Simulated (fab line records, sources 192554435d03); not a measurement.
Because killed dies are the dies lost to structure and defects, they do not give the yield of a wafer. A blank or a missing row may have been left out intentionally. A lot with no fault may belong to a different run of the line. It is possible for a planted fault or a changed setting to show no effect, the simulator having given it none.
Lot-split experiment    flow n5_finfet    on a route of 1938 steps: 7 lots, 21 wafers read

## SPLIT DETAILS
At N5_BEOL_M13_COAT_22 (resist thk 300 nm), the setting spin_rpm was moved away from the recipe's 2888 rpm on 2 of the 21 wafers read, by +4.8% to +6.7%. The other wafers ran this setting at the recipe's value.

The reading comes from the split's own step.

## THE READING
coat_of_BEOL_M13_COAT_22.thk_nm (the simulator's own value, which no gauge read), in nm, at N5_BEOL_M13_COAT_22 (resist thk 300 nm). There is no usual value for it anywhere in the file. The 19 wafers here that ran the recipe average 300.8 nm, standard deviation 0.99 nm.

wafer   tool, chamber at the split  spin_rpm as run, rpm  against the recipe  coat_of_BEOL_M13_COAT_22.thk_nm, nm  against lot-mates on the recipe
L077.1  litho_track-02, 0           2888                  recipe              301.2                                -
L077.3  litho_track-02, 0           2888                  recipe              299.8                                -
L077.5  litho_track-02, 0           2888                  recipe              301                                  -
L079.1  litho_track-02, 0           2888                  recipe              299.8                                -
L079.2  litho_track-02, 0           2888                  recipe              299.6                                -
L079.4  litho_track-02, 0           2888                  recipe              300.6                                -
L083.4  litho_track-02, 0           2888                  recipe              301.2                                -
L083.5  litho_track-02, 0           2888                  recipe              300.8                                -
L083.6  litho_track-02, 0           3081                  +6.7%               291.6                                -9.4
L084.2  litho_track-04, 0           2888                  recipe              301.2                                -
L084.3  litho_track-04, 0           2888                  recipe              300.6                                -
L084.5  litho_track-04, 0           2888                  recipe              300.8                                -
L086.2  litho_track-03, 0           3026                  +4.8%               293.6                                -7.1
L086.4  litho_track-03, 0           2888                  recipe              300.6                                -
L086.5  litho_track-03, 0           2888                  recipe              300.8                                -
L087.1  litho_track-04, 0           2888                  recipe              302.4                                -
L087.3  litho_track-04, 0           2888                  recipe              302.6                                -
L087.6  litho_track-04, 0           2888                  recipe              303.2                                -
L094.1  litho_track-02, 0           2888                  recipe              299.4                                -
L094.2  litho_track-02, 0           2888                  recipe              300.6                                -
L094.6  litho_track-02, 0           2888                  recipe              299.8                                -

FIT RESULTS
A straight line over all 21 wafers: coat_of_BEOL_M13_COAT_22.thk_nm changes by -1.43 nm for each +1% of spin_rpm; r = -0.93; the points scatter about the line by 1 nm.
The same after taking each lot's own level away (the mean of its wafers on the recipe; 21 wafers): -1.43 nm for each +1%; r = -0.99; scatter 0.41 nm.
The reading moves by 9.6 nm for the largest change in spin_rpm, on that fit.
The lots' own levels span 299.93 to 302.73 nm, that is 2.8 times the standard deviation above.
Consequently the slope shifts little with the lot-to-lot level, the two slopes agreeing.
Check: -9.93 nm against its lot-mates is what the line predicts for one of the wafers moved furthest among these (+6.7%) when that wafer is left out of the fit. It came out at -9.4 nm against them.

## OTHER SPLITS APPLIED TO THESE WAFERS
These wafers also went through other splits before the reading. Each is held against what the fit with the lots' levels taken away leaves over:
other split on the same wafers  wafers away from the commonest value  r with coat_of_BEOL_M13_COAT_22.thk_nm (lot level and that fit taken away)
N5_BEOL_M10_COAT_64 spin_rpm    9                                     -0.14
N5_BEOL_M11_VIA_ETCH_34 time_s  11                                    -0.09

## FILE'S OWN FIT
coat_of_BEOL_M13_COAT_22.thk_nm changes by -1.43 nm for each +1% of spin_rpm, r = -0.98.
